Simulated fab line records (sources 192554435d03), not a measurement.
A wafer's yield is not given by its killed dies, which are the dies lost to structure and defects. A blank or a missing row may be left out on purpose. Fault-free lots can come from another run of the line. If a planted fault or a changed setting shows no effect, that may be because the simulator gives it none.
Lot-split experiment / flow n5-finfet / route with 1938 steps; 7 lots, 21 wafers read

ON THE SPLIT
At N5_BEOL_M1_EXPOSE_08 (exposes mask M1), the setting dose-mj was moved away from the recipe's 33 on 7 of the 21 wafers read, by -6.2% to +7.4%. The other wafers ran this setting at the recipe's value.

FROM THE SPLIT TO THE READING: what the file shows between them, 12 steps
- N5_BEOL_M1_PEB_09: peb time 60 s
- N5_BEOL_M1_DEVELOP_10: develop time 30 s
- N5_BEOL_M1_CD_MEAS_11: target cd 17.05 nm
- N5_BEOL_M1_DESCUM_16: chemistry O2, time 7 s
- N5_BEOL_M1_ETCH_74: etches underlayer in N2/H2, target depth 6.5 nm, time 5.2 s
- N5_BEOL_M1_ETCH_63: etches SiARC in CF4, target depth 15.6 nm, time 26 s
- N5_BEOL_M1_ETCH_64: etches SOC in N2/H2, target depth 75 nm, overetch 15 nm, time 112.5 s
- N5_BEOL_M1_STRIP_65: strips in N2/H2
- N5_BEOL_M1_STRIP_75: strips in N2/H2
- N5_BEOL_M1_STRIP_66: strips in CF4
- N5_BEOL_M1_HM_OPEN_17: chemistry Cl2/BCl3, target TiN, target depth 20 nm, overetch 6 nm
- N5_BEOL_M1_STRIP_19: strips in O2

THE READING
cd-nm, in nm, at N5_BEOL_M1_CD_MEAS_18 (pitch 36 nm, target cd 18 nm). On this fab line, fault-free wafers typically give 18.0 nm with a standard deviation of 0.42 nm.

wafer=L075.1; tool, chamber at the split=euv-scanner-01, 0; dose-mj as run=33; against the recipe=recipe; cd-nm, nm=18.9; against lot-mates on the recipe=-
wafer=L075.3; tool, chamber at the split=euv-scanner-01, 0; dose-mj as run=33; against the recipe=recipe; cd-nm, nm=18.6; against lot-mates on the recipe=-
wafer=L075.6; tool, chamber at the split=euv-scanner-01, 0; dose-mj as run=33; against the recipe=recipe; cd-nm, nm=18.4; against lot-mates on the recipe=-
wafer=L078.2; tool, chamber at the split=euv-scanner-02, 0; dose-mj as run=33; against the recipe=recipe; cd-nm, nm=18.6; against lot-mates on the recipe=-
wafer=L078.3; tool, chamber at the split=euv-scanner-02, 0; dose-mj as run=33.65; against the recipe=+2.0%; cd-nm, nm=18.3; against lot-mates on the recipe=+0.1
wafer=L078.6; tool, chamber at the split=euv-scanner-02, 0; dose-mj as run=33; against the recipe=recipe; cd-nm, nm=17.9; against lot-mates on the recipe=-
wafer=L080.3; tool, chamber at the split=euv-scanner-02, 0; dose-mj as run=31.04; against the recipe=-5.9%; cd-nm, nm=16.9; against lot-mates on the recipe=-1.5
wafer=L080.5; tool, chamber at the split=euv-scanner-02, 0; dose-mj as run=33; against the recipe=recipe; cd-nm, nm=18.4; against lot-mates on the recipe=-
wafer=L080.6; tool, chamber at the split=euv-scanner-02, 0; dose-mj as run=31.04; against the recipe=-5.9%; cd-nm, nm=17.2; against lot-mates on the recipe=-1.2
wafer=L081.4; tool, chamber at the split=euv-scanner-02, 0; dose-mj as run=33.97; against the recipe=+2.9%; cd-nm, nm=18.0; against lot-mates on the recipe=+0.2
wafer=L081.5; tool, chamber at the split=euv-scanner-02, 0; dose-mj as run=33; against the recipe=recipe; cd-nm, nm=17.5; against lot-mates on the recipe=-
wafer=L081.6; tool, chamber at the split=euv-scanner-02, 0; dose-mj as run=33; against the recipe=recipe; cd-nm, nm=18.1; against lot-mates on the recipe=-
wafer=L082.2; tool, chamber at the split=euv-scanner-01, 0; dose-mj as run=33; against the recipe=recipe; cd-nm, nm=18.0; against lot-mates on the recipe=-
wafer=L082.3; tool, chamber at the split=euv-scanner-01, 0; dose-mj as run=33; against the recipe=recipe; cd-nm, nm=17.6; against lot-mates on the recipe=-
wafer=L082.6; tool, chamber at the split=euv-scanner-01, 0; dose-mj as run=35.45; against the recipe=+7.4%; cd-nm, nm=19.6; against lot-mates on the recipe=+1.8
wafer=L084.1; tool, chamber at the split=euv-scanner-02, 0; dose-mj as run=33; against the recipe=recipe; cd-nm, nm=17.9; against lot-mates on the recipe=-
wafer=L084.3; tool, chamber at the split=euv-scanner-02, 0; dose-mj as run=33; against the recipe=recipe; cd-nm, nm=18.5; against lot-mates on the recipe=-
wafer=L084.4; tool, chamber at the split=euv-scanner-02, 0; dose-mj as run=33; against the recipe=recipe; cd-nm, nm=18.7; against lot-mates on the recipe=-
wafer=L091.2; tool, chamber at the split=euv-scanner-01, 0; dose-mj as run=33; against the recipe=recipe; cd-nm, nm=18.1; against lot-mates on the recipe=-
wafer=L091.5; tool, chamber at the split=euv-scanner-01, 0; dose-mj as run=30.95; against the recipe=-6.2%; cd-nm, nm=16.4; against lot-mates on the recipe=-1.7
wafer=L091.6; tool, chamber at the split=euv-scanner-01, 0; dose-mj as run=30.95; against the recipe=-6.2%; cd-nm, nm=16.4; against lot-mates on the recipe=-1.7

FIT RESULTS
A straight line over all 21 wafers: cd-nm changes by +0.209 nm for each +1% of dose-mj; r = +0.85; the points scatter about the line by 0.43 nm.
The same after taking each lot's own level away (the mean of its wafers on the recipe; 21 wafers): +0.234 nm for each +1%; r = +0.94; scatter 0.28 nm.
On that fit, the largest move of dose-mj shifts the reading by 1.7 nm.
The span of the lots' own levels, 17.80 to 18.63 nm, comes to 2.0 times the standard deviation stated above.
In other words, the slope is changed by the lot-to-lot level; the two fits disagree.
Check: for one of the wafers moved furthest among these (+7.4%), held out of the fit, the line's prediction against its lot-mates is +1.62 nm. It came out at +1.8 nm against them.

ADDITIONAL SPLITS CARRIED BY THESE WAFERS
Note: prior to the reading, these wafers also went through further splits. Each is held against what the fit with the lots' levels taken away leaves over:
other split on the same wafers=N5_BEOL_M0_SAQP_EXPOSE_11 dose-mj; wafers away from the commonest value=5; r with cd-nm (lot level and that fit taken away)=-0.37
other split on the same wafers=N5_BEOL_M1_PECVD_72 time-s; wafers away from the commonest value=5; r with cd-nm (lot level and that fit taken away)=+0.36

THE WHOLE CHAIN: every reading that the file lists as answering this split, in the file's order
step=N5_BEOL_M1_CD_MEAS_11; what it does=target cd 17.05 nm; reading=cd-nm; change (the file's fit)=+0.2 nm for each +1% of the setting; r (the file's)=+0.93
step=N5_BEOL_M1_ETCH_74; what it does=etches underlayer in N2/H2, target depth 6.5 nm, time 5.2 s; reading=BEOL_M1.cd-offset-nm (the simulator's own value, which no gauge read); change (the file's fit)=+0.204 nm for each +1% of the setting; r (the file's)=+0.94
step=N5_BEOL_M1_ETCH_63; what it does=etches SiARC in CF4, target depth 15.6 nm, time 26 s; reading=BEOL_M1.cd-offset-nm (the simulator's own value, which no gauge read); change (the file's fit)=+0.212 nm for each +1% of the setting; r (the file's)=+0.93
step=N5_BEOL_M1_ETCH_64; what it does=etches SOC in N2/H2, target depth 75 nm, overetch 15 nm, time 112.5 s; reading=BEOL_M1.cd-offset-nm (the simulator's own value, which no gauge read); change (the file's fit)=+0.235 nm for each +1% of the setting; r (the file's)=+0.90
step=N5_BEOL_M1_HM_OPEN_17; what it does=chemistry Cl2/BCl3, target TiN, target depth 20 nm, overetch 6 nm; reading=BEOL_M1.cd-offset-nm (the simulator's own value, which no gauge read); change (the file's fit)=+0.236 nm for each +1% of the setting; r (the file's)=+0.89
step=N5_BEOL_M1_CD_MEAS_18; what it does=pitch 36 nm, target cd 18 nm; reading=cd-nm; change (the file's fit)=+0.232 nm for each +1% of the setting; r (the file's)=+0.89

FILE'S OWN FIT
cd-nm changes by +0.232 nm for each +1% of dose-mj, r = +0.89.
